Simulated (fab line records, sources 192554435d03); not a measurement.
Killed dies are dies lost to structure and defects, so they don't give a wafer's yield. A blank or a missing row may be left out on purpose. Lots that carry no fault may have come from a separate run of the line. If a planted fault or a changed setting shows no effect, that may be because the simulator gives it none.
fab line records	flow n5_finfet
record: lots: 7	wafers: 21
route steps=1938 shown BEOL_M7@1273 BEOL_M8@1338 BEOL_M9@1440
start_h: hours from the record's first day to the start of the lot's first wafer shown	wait_h: hours elapsed since this lot's preceding step	" identical to the entry in the row above	L1.1+2: a row that stands for several wafers	- value missing, or start not given	* or withheld: withheld	< > ~ a bound
route shown NAME@n: NAME is a module with steps in the file, n the number in the route of the first one	usual: average and standard deviation across the fault-free wafers	same: alike in all rows	chamber/n: place in a boat	sites: each site's reading	_std_site: the values' standard deviation	_edge_site: outer sites' mean less inner sites'	radius_mm: for every site, how far away it sits from the centre of the wafer	mask NAME#n: copy n	behind: tool/chamber where the wafer was last shaped	hold: reason for holding the lot/hours on hold/outcome of the hold	device: whichever transistor did not switch (one of n, p or np)	end of line: tests run on the same wafers once the route is complete	step lacking rows: just its recipe	killed: the dies lost at the first sort to structure and to defects; this is not the yield of the wafer	map: a wafer's dies, marking killed ones x, the rest . and places with no die _
set.NAME: the setting as run; set.NAME@STEP: as run at that earlier step	model.NAME: the simulator's own value behind a step, which no gauge read
lots whose settings were changed on purpose; a table a step, a row a wafer
== steps ==
step: N5_BEOL_M7_EXPOSE_08
recipe: mask_id: M7	na: 1.35	source_shape: dipole	sigma_inner: 0.817	sigma_outer: 0.97	polarization: te	dose_mj: 68.25
lot.wafer	tool	chamber	start_h	wait_h	mask	set.dose_mj
L075.2+3	arfi_scanner-01	0	224.87	-	M7#0	72.32
L075.6	"	0	"	"	M7#0	68.25
L077.1+2+5	arfi_scanner-01	0	233.03	-	M7#0	68.25
L078.4+5	arfi_scanner-02	0	235.40	-	M7#0	70.6
L078.6	"	0	"	"	M7#0	68.25
L081.1	arfi_scanner-03	0	252.24	-	M7#0	68.25
L081.3+5	"	0	"	"	M7#0	72.54
L082.1+2+5	arfi_scanner-03	0	268.69	-	M7#0	68.25
L090.2+4+6	arfi_scanner-01	0	326.46	-	M7#0	68.25
L093.4+6	arfi_scanner-03	0	335.48	-	M7#0	63.35
L093.5	"	0	"	"	M7#0	68.25
step: N5_BEOL_M7_PEB_09
recipe: peb_temp_c: withheld	peb_time_s: 60	resist: CAR-ArF
step: N5_BEOL_M7_DEVELOP_10
recipe: develop_time_s: 30	developer: TMAH	resist: CAR-ArF	rinse_liquid: diw	dry: air_spin	dev_temp_c: 23
step: N5_BEOL_M7_CD_MEAS_11
recipe: target_cd_nm: 38.5	landing_energy_ev: 500	detector: se_inlens	polarity: opening
usual: cd_nm: 38.6/0.36
lot.wafer	tool	chamber	start_h	wait_h	set.dose_mj@BEOL_M7_EXPOSE_08	cd_nm
L075.2	cd_sem-03	0	224.99	-	72.32	41.3
L075.3	"	0	"	"	72.32	40.9
L075.6	"	0	"	"	68.25	38.0
L077.1	cd_sem-01	0	233.15	-	68.25	38.7
L077.2	"	0	"	"	68.25	38.9
L077.5	"	0	"	"	68.25	38.6
L078.4	cd_sem-03	0	235.51	-	70.6	40.5
L078.5	"	0	"	"	70.6	40.3
L078.6	"	0	"	"	68.25	38.6
L081.1	cd_sem-02	0	252.37	-	68.25	38.1
L081.3	"	0	"	"	72.54	41.9
L081.5	"	0	"	"	72.54	42.1
L082.1	cd_sem-03	0	268.82	-	68.25	38.7
L082.2	"	0	"	"	68.25	38.7
L082.5	"	0	"	"	68.25	38.5
L090.2	cd_sem-02	0	326.58	-	68.25	38.2
L090.4	"	0	"	"	68.25	38.2
L090.6	"	0	"	"	68.25	38.4
L093.4	cd_sem-02	0	335.60	-	63.35	35.1
L093.5	"	0	"	"	68.25	37.9
L093.6	"	0	"	"	63.35	34.9
step: N5_BEOL_M7_DESCUM_16
recipe: chemistry: O2	time_s: 7.9	source_power_w: 50	bias_power_w: 20	pressure_mtorr: 20	rf_frequency_hz: 2.712e+07	temp_c: 40	resist: CAR-ArF	o2_flow_sccm: 225
step: N5_BEOL_M7_ETCH_61
recipe: chemistry: CF4	target: SiARC	target_depth_a: 455	mask_material: CAR-ArF	time_s: 75.8	ion_energy_ev: 80	pressure_mtorr: 40	source_w: 545	bias_w: 36	Ar_flow_sccm: 100	cf4_flow_sccm: 100	ends: cleared
lot.wafer	tool	chamber	start_h	wait_h	set.dose_mj@BEOL_M7_EXPOSE_08	model.BEOL_M7.cd_offset_nm
L075.2	rie_diel-04	1	225.12	0.0	72.32	3
L075.3	"	0	"	"	72.32	2.4
L075.6	"	0	"	"	68.25	-0.4
L077.1+5	rie_diel-04	3	233.28	0.0	68.25	0.4
L077.2	"	1	"	"	68.25	0
L078.4	rie_diel-06	1	236.01	0.0	70.6	1.6
L078.5	"	3	"	"	70.6	2
L078.6	"	2	"	"	68.25	0
L081.1	rie_diel-05	2	252.50	0.0	68.25	-0.4
L081.3	"	0	"	"	72.54	3.2
L081.5	"	3	"	"	72.54	3.6
L082.1	rie_diel-05	3	268.95	0.0	68.25	0.2
L082.2	"	1	"	"	68.25	0.6
L082.5	"	0	"	"	68.25	0
L090.2+4	rie_diel-06	2,0	326.88	0.0	68.25	-0.6
L090.6	"	3	"	"	68.25	-0.2
L093.4+6	rie_diel-05	0,1	335.72	0.0	63.35	-3.6
L093.5	"	0	"	"	68.25	-0.6
step: N5_BEOL_M7_ETCH_62
recipe: chemistry: N2/H2	target: SOC	target_depth_a: 1100	overetch_a: 220	mask_material: SiARC	temp_c: 40	time_s: 165	ion_energy_ev: 200	pressure_mtorr: 30	source_w: 840	bias_w: 150	n2_flow_sccm: 200	h2_flow_sccm: 200
lot.wafer	tool	chamber	start_h	wait_h	set.dose_mj@BEOL_M7_EXPOSE_08	model.BEOL_M7.cd_offset_nm
L075.2	rie_diel-04	1	225.17	0.0	72.32	3.4
L075.3	"	0	"	"	72.32	2.6
L075.6	"	0	"	"	68.25	-0.4
L077.1	rie_diel-04	3	233.33	0.0	68.25	0.4
L077.2+5	"	1,3	"	"	68.25	0
L078.4	rie_diel-06	1	236.07	0.0	70.6	1.4
L078.5	"	3	"	"	70.6	1.8
L078.6	"	2	"	"	68.25	0
L081.1	rie_diel-05	2	252.55	0.0	68.25	-0.4
L081.3	"	0	"	"	72.54	3.4
L081.5	"	3	"	"	72.54	4
L082.1	rie_diel-05	3	269.00	0.0	68.25	0.6
L082.2	"	1	"	"	68.25	0.4
L082.5	"	0	"	"	68.25	-0.2
L090.2	rie_diel-06	2	326.93	0.0	68.25	-0.4
L090.4	"	0	"	"	68.25	-0.6
L090.6	"	3	"	"	68.25	0.2
L093.4	rie_diel-05	0	335.78	0.0	63.35	-3.6
L093.5	"	0	"	"	68.25	-0.4
L093.6	"	1	"	"	63.35	-3.4
step: N5_BEOL_M7_STRIP_68
recipe: chemistry: N2/H2	temp_c: 40	n2_flow_sccm: 200	h2_flow_sccm: 200	rf_frequency_hz: 6e+07
step: N5_BEOL_M7_STRIP_67
recipe: chemistry: CF4	resist: SiARC	power_w: 300	bias_power_w: 75	pressure_mtorr: 50	cf4_flow_sccm: 150	rf_frequency_hz: 6e+07
step: N5_BEOL_M7_HM_OPEN_17
recipe: chemistry: Cl2/BCl3	target_depth_a: 200	overetch_a: 60	target: TiN	mask_material: SOC	ion_energy_ev: 150	pressure_mtorr: 10	icp_w: 1000	bias_w: 126	Cl2_flow_sccm: 53.25	bcl3_flow_sccm: 21.75	Ar_flow_sccm: 25
lot.wafer	tool	chamber	start_h	wait_h	set.dose_mj@BEOL_M7_EXPOSE_08	model.BEOL_M7.cd_offset_nm
L075.2	rie_metal-02	1	225.36	0.0	72.32	3.4
L075.3	"	1	"	"	72.32	2.6
L075.6	"	1	"	"	68.25	-0.4
L077.1	rie_metal-03	0	233.52	0.0	68.25	0.6
L077.2+5	"	1	"	"	68.25	0.2
L078.4	rie_metal-01	1	236.29	0.1	70.6	1.4
L078.5	"	0	"	"	70.6	1.8
L078.6	"	1	"	"	68.25	-0.2
L081.1	rie_metal-01	0	252.74	0.0	68.25	-0.6
L081.3	"	1	"	"	72.54	3.4
L081.5	"	0	"	"	72.54	3.8
L082.1+2	rie_metal-02	1,0	269.19	0.0	68.25	0.6
L082.5	"	0	"	"	68.25	0
L090.2	rie_metal-03	0	327.12	0.0	68.25	-0.4
L090.4	"	0	"	"	68.25	-0.6
L090.6	"	0	"	"	68.25	0.4
L093.4+6	rie_metal-02	0,1	335.99	0.1	63.35	-3.4
L093.5	"	0	"	"	68.25	-0.4
step: N5_BEOL_M7_STRIP_19
recipe: chemistry: O2	power_w: 400	temp_c: 40	pressure_mtorr: 30	rf_frequency_hz: 6e+07	bias_power_w: 0	overash_fraction: 0.2	o2_flow_sccm: 225
step: N5_BEOL_M7_CD_MEAS_18
recipe: pitch_nm: 80	target_cd_nm: 40
usual: cd_nm: 40.1/0.42
lot.wafer	tool	chamber	start_h	wait_h	set.dose_mj@BEOL_M7_EXPOSE_08	cd_nm
L075.2	cd_sem-02	-	225.54	0.1	72.32	43.4
L075.3	"	-	"	"	72.32	42.4
L075.6	"	-	"	"	68.25	39.3
L077.1	cd_sem-02	-	233.70	0.0	68.25	40.5
L077.2	"	-	"	"	68.25	39.9
L077.5	"	-	"	"	68.25	40.0
L078.4	cd_sem-02	-	236.55	0.1	70.6	41.5
L078.5	"	-	"	"	70.6	41.9
L078.6	"	-	"	"	68.25	40.4
L081.1	cd_sem-02	-	252.92	0.0	68.25	39.6
L081.3	"	-	"	"	72.54	43.5
L081.5	"	-	"	"	72.54	43.7
L082.1	cd_sem-01	-	269.54	0.0	68.25	40.4
L082.2	"	-	"	"	68.25	40.4
L082.5	"	-	"	"	68.25	40.2
L090.2	cd_sem-01	-	327.43	0.1	68.25	39.6
L090.4	"	-	"	"	68.25	39.9
L090.6	"	-	"	"	68.25	40.0
L093.4	cd_sem-01	-	336.15	0.1	63.35	36.5
L093.5	"	-	"	"	68.25	39.7
L093.6	"	-	"	"	63.35	36.7
step: N5_BEOL_M7_COAT_63
recipe: resist: SOC	temp_c: 250	time_s: 60	spin_rpm: 1500	resist_thk_nm: 60
step: N5_BEOL_M7_COAT_64
recipe: resist: SiARC	temp_c: 220	time_s: 60	spin_rpm: 1500	resist_thk_nm: 12
step: N5_BEOL_M7_PRECLEAN_42
recipe: chemistry: residue_remover	time_s: 60	temp_c: 40
step: N5_BEOL_M7_SRD_43
recipe: time_s: 30	temp_c: 23	rinse_liquid: diw	dry: ipa_marangoni
step: N5_BEOL_M7_CD_MEAS_35
recipe: target_cd_nm: 40	polarity: opening
usual: cd_nm: 40.0/0.41
lot.wafer	tool	chamber	start_h	wait_h	set.dose_mj@BEOL_M7_EXPOSE_08	cd_nm
L075.2	cd_sem-01	-	227.99	0.0	72.32	43.2
L075.3	"	-	"	"	72.32	42.2
L075.6	"	-	"	"	68.25	39.6
L077.1	cd_sem-02	-	236.08	0.0	68.25	40.4
L077.2	"	-	"	"	68.25	39.6
L077.5	"	-	"	"	68.25	39.9
L078.4	cd_sem-03	-	237.68	0.0	70.6	41.2
L078.5	"	-	"	"	70.6	42.4
L078.6	"	-	"	"	68.25	39.7
L081.1	cd_sem-03	-	254.39	0.0	68.25	39.1
L081.3	"	-	"	"	72.54	43.2
L081.5	"	-	"	"	72.54	43.7
L082.1	cd_sem-01	-	271.23	0.0	68.25	40.4
L082.2	"	-	"	"	68.25	40.4
L082.5	"	-	"	"	68.25	40.0
L090.2	cd_sem-01	-	330.73	0.0	68.25	39.3
L090.4	"	-	"	"	68.25	39.7
L090.6	"	-	"	"	68.25	40.5
L093.4	cd_sem-03	-	337.35	0.0	63.35	36.4
L093.5	"	-	"	"	68.25	39.6
L093.6	"	-	"	"	63.35	36.5
step: N5_BEOL_M8_COAT_60
recipe: resist: SiARC	temp_c: 220	time_s: 60	spin_rpm: 1500	resist_thk_nm: 35
lot.wafer	tool	chamber	start_h	wait_h	set.spin_rpm	model.SiARC_of_BEOL_M8_COAT_60.thk_nm
L075.2	litho_track-01	0	-	-	1500	34.8
L075.3	"	0	"	"	1397	36.2
L075.6	"	0	"	"	1500	35
L077.1+2+5	litho_track-01	0	-	-	1500	35
L078.4	litho_track-03	0	-	-	1561	34.4
L078.5	"	0	"	"	1500	35
L078.6	"	0	"	"	1500	35.2
L081.1	litho_track-04	0	-	-	1500	35.2
L081.3	"	0	"	"	1500	35
L081.5	"	0	"	"	1621	33.8
L082.1	litho_track-03	0	-	-	1572	34.4
L082.2	"	0	"	"	1500	35
L082.5	"	0	"	"	1500	35.2
L090.2+6	litho_track-03	0	-	-	1608	34
L090.4	"	0	"	"	1500	35.2
L093.4	litho_track-03	0	-	-	1500	35.2
L093.5	"	0	"	"	1500	35
L093.6	"	0	"	"	1660	33.4
step: N5_BEOL_M8_DEVELOP_10
recipe: develop_time_s: 30	developer: TMAH	resist: CAR-ArF	rinse_liquid: diw	dry: air_spin	dev_temp_c: 23
lot.wafer	tool	chamber	start_h	wait_h	set.develop_time_s
L075.2+3	litho_track-04	0	-	-	30
L075.6	"	0	"	"	32.71
L077.1+2+5	litho_track-01	0	-	-	30
L078.4+6	litho_track-03	0	-	-	30
L078.5	"	0	"	"	32.76
L081.1+5	litho_track-04	0	-	-	30
L081.3	"	0	"	"	33.09
L082.1+2+5	litho_track-01	0	-	-	30
L090.2	litho_track-01	0	-	-	30
L090.4+6	"	0	"	"	35.31
L093.4+5+6	litho_track-03	0	-	-	30
step: N5_BEOL_M8_DESCUM_16
recipe: chemistry: O2	time_s: 7.9	source_power_w: 50	bias_power_w: 20	pressure_mtorr: 20	rf_frequency_hz: 2.712e+07	temp_c: 40	resist: CAR-ArF	o2_flow_sccm: 225
step: N5_BEOL_M8_ETCH_61
recipe: chemistry: CF4	target: SiARC	target_depth_a: 455	mask_material: CAR-ArF	time_s: 75.8	ion_energy_ev: 80	pressure_mtorr: 40	source_w: 545	bias_w: 36	Ar_flow_sccm: 100	cf4_flow_sccm: 100	ends: cleared
usual: etch_rf_on_time_s: 75.3/0.95
lot.wafer	tool	chamber	start_h	wait_h	set.spin_rpm@BEOL_M8_COAT_60	etch_rf_on_time_s	model.etch.depth_nm	model.CAR-ArF_of_BEOL_M8_COAT_05.thk_nm
L075.2	rie_diel-02	1	233.62	0.0	1500	75.3	34.9	50.8
L075.3	"	3	"	"	1397	78.9	36.16	49.4
L075.6	"	1	"	"	1500	76.4	35.06	50.2
L077.1	rie_diel-01	0	241.40	0.0	1500	73.3	34.96	50.8
L077.2	"	1	"	"	1500	74.4	35.01	50.8
L077.5	"	0	"	"	1500	73.4	35.05	51
L078.4	rie_diel-01	2	242.52	0.0	1561	72.8	34.43	51.4
L078.5	"	2	"	"	1500	73.8	35.05	50.8
L078.6	"	1	"	"	1500	75.1	35.16	50.8
L081.1	rie_diel-01	1	258.93	0.0	1500	75.7	35.17	50.2
L081.3	"	0	"	"	1500	74.5	35.09	50.8
L081.5	"	2	"	"	1621	71.5	33.86	51.8
L082.1	rie_diel-02	2	276.21	0.0	1572	72.7	34.32	52
L082.2	"	0	"	"	1500	75.5	35.04	51.2
L082.5	"	0	"	"	1500	75.6	35.14	51.2
L090.2	rie_diel-03	2	335.90	0.0	1608	72.3	33.95	52
L090.4	"	1	"	"	1500	75.2	35.22	50.8
L090.6	"	3	"	"	1608	72.7	34.01	52.2
L093.4	rie_diel-03	3	343.38	0.0	1500	75.2	35.12	51
L093.5	"	0	"	"	1500	75.9	35.1	50.8
L093.6	"	3	"	"	1660	71.3	33.3	52.8
step: N5_BEOL_M9_ETCH_66
recipe: chemistry: N2/H2	target: SOC	target_depth_a: 800	overetch_a: 160	mask_material: SiARC	temp_c: 40	time_s: 120	ion_energy_ev: 200	pressure_mtorr: 30	source_w: 840	bias_w: 150	n2_flow_sccm: 200	h2_flow_sccm: 200
lot.wafer	tool	chamber	start_h	wait_h	set.time_s	model.SiARC_of_BEOL_M9_COAT_64.thk_nm
L075.2	rie_diel-05	3	241.94	0.0	94.34	7.6
L075.3+6	"	1,2	"	"	120	6.6
L077.1+2+5	rie_diel-05	0,2,1	250.25	0.0	120	6.6
L078.4	rie_diel-05	2	253.42	0.0	120	6.6
L078.5	"	2	"	"	146.5	5.4
L078.6	"	1	"	"	120	6.4
L081.1	rie_diel-04	2	270.30	0.0	120	6.4
L081.3	"	3	"	"	128.8	6.2
L081.5	"	0	"	"	120	6.6
L082.1	rie_diel-06	0	287.11	0.0	131.8	5.6
L082.2	"	3	"	"	120	6.4
L082.5	"	0	"	"	131.8	5.8
L090.2+4+6	rie_diel-06	1,2,3	348.59	0.0	120	6.2
L093.4+5	rie_diel-06	3,2	353.27	0.0	120	6.4
L093.6	"	1	"	"	145.7	5
== key ==
split: step: N5_BEOL_M7_EXPOSE_08	setting: dose_mj	stated: 68.25	by: wafer
response: step: N5_BEOL_M7_CD_MEAS_11	reading: cd_nm	change: +0.508	per: 1%	r: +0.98
response: step: N5_BEOL_M7_ETCH_61	reading: model.BEOL_M7.cd_offset_nm	change: +0.506	per: 1%	r: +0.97
response: step: N5_BEOL_M7_ETCH_62	reading: model.BEOL_M7.cd_offset_nm	change: +0.533	per: 1%	r: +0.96
response: step: N5_BEOL_M7_HM_OPEN_17	reading: model.BEOL_M7.cd_offset_nm	change: +0.537	per: 1%	r: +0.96
response: step: N5_BEOL_M7_CD_MEAS_18	reading: cd_nm	change: +0.527	per: 1%	r: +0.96
response: step: N5_BEOL_M7_CD_MEAS_35	reading: cd_nm	change: +0.548	per: 1%	r: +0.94
split: step: N5_BEOL_M8_COAT_60	setting: spin_rpm	stated: 1500	by: wafer
response: step: N5_BEOL_M8_COAT_60	reading: model.SiARC_of_BEOL_M8_COAT_60.thk_nm	change: -0.165	per: 1%	r: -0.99
response: step: N5_BEOL_M8_ETCH_61	reading: etch_rf_on_time_s	change: *	per: 1%	r: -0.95
response: step: N5_BEOL_M8_ETCH_61	reading: model.etch.depth_nm	change: -0.167	per: 1%	r: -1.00
response: step: N5_BEOL_M8_ETCH_61	reading: model.CAR-ArF_of_BEOL_M8_COAT_05.thk_nm	change: +0.17	per: 1%	r: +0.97
split: step: N5_BEOL_M8_DEVELOP_10	setting: develop_time_s	stated: 30	by: wafer
response none clear
split: step: N5_BEOL_M9_ETCH_66	setting: time_s	stated: 120	by: wafer
response: step: N5_BEOL_M9_ETCH_66	reading: model.SiARC_of_BEOL_M9_COAT_64.thk_nm	change: -0.0545	per: 1%	r: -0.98
